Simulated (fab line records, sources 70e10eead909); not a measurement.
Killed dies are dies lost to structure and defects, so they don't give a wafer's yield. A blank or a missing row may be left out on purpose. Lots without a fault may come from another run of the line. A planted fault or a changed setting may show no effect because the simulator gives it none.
Which tool did it? | flow nand_harc | 11 lots, 33 wafers sampled, at 3 steps of a route of 1302

WHAT THE GAUGES READ, wafer by wafer
NHARC_A_M0_CD_MEAS_09: target cd 80 nm.
lot  | measured     | on        | cd_nm (nm)
L601 | day 22 19:26 | cd_sem-01 | 80.8 80.2 79.6
L606 | day 25 09:37 | cd_sem-03 | 80.1 80.0 79.9
L611 | day 26 20:04 | cd_sem-01 | 79.6 80.3 80.4
L610 | day 27 01:20 | cd_sem-03 | 74.8 75.3 74.2 75.1 75.4 74.0
L613 | day 27 17:20 | cd_sem-03 | 75.9 76.0 75.7 76.0 76.2 75.8
L616 | day 29 08:08 | cd_sem-02 | 80.8 80.3 79.5
L619 | day 30 11:45 | cd_sem-03 | 79.7 80.1 79.8
L620 | day 30 18:33 | cd_sem-03 | 79.7 80.1 80.0
L622 | day 31 18:50 | cd_sem-01 | 79.3 79.5 80.3
L624 | day 32 15:26 | cd_sem-02 | 80.2 80.1 79.8
L623 | day 32 16:27 | cd_sem-01 | 80.6 80.9 81.2

WHICH TOOL RAN EACH LOT (tool, then ch and the chambers of the sampled wafers, then the start)
lot  | NHARC_A_BLC_PVD_32                      | NHARC_A_M0_PEB_07
L601 | pvd_sputter-01, day 22 19:21 or earlier | litho_track-01 ch 0, day 22 19:21
L606 | pvd_sputter-02, day 25 09:32 or earlier | litho_track-04 ch 0, day 25 09:32
L611 | pvd_sputter-03, day 26 19:59 or earlier | litho_track-06 ch 0, day 26 19:59
L610 | pvd_sputter-02, day 27 01:16 or earlier | litho_track-04 ch 0, day 27 01:16
L613 | pvd_sputter-01, day 27 17:15 or earlier | litho_track-04 ch 0, day 27 17:15
L616 | pvd_sputter-02, day 29 08:04 or earlier | litho_track-06 ch 0, day 29 08:04
L619 | pvd_sputter-01, day 30 11:40 or earlier | litho_track-01 ch 0, day 30 11:40
L620 | pvd_sputter-01, day 30 18:28 or earlier | litho_track-04 ch 0, day 30 18:28
L622 | pvd_sputter-03, day 31 18:46 or earlier | litho_track-06 ch 0, day 31 18:46
L624 | pvd_sputter-01, day 32 15:22 or earlier | litho_track-06 ch 0, day 32 15:22
L623 | pvd_sputter-03, day 32 16:22 or earlier | litho_track-04 ch 0, day 32 16:22
- NHARC_A_BLC_PVD_32: deposits Ti, target thk 5 nm, time 17.7 s.
- NHARC_A_M0_PEB_07: peb time 65 s.

THE ANSWER, worked out from the rows above alone
Rule: what is usual is taken from the lots themselves. Put in order of their means at a reading, lots are off if they are a third of the lots or fewer, leave a main group of 4 or more, and stand apart from it by a gap of 3 or more times the standard deviation of the main group's means; of several such gaps the widest counts. A main group whose means are all the same, to the digits that the tables above print for the reading, isn't used. A lot without any number at a reading at which 4 lots or more have one is off too. The other lots that the step has rows for count as sound.
Off: L610, L613, at NHARC_A_M0_CD_MEAS_09 (cd_nm). The main group: mean 80.1 nm, standard deviation 0.32.
A tool fits if, at a process step before that reading, it ran every lot that is off, and no sound lot after the first of them. The gauges at NHARC_A_M0_CD_MEAS_09 are tried like those tools. NHARC_A_BLC_PVD_32 gives no start for some lots, so the hours and the order of its lots are those of NHARC_A_M0_PEB_07. None of those tried fits.

WHAT THE SIMULATOR HAD PUT IN
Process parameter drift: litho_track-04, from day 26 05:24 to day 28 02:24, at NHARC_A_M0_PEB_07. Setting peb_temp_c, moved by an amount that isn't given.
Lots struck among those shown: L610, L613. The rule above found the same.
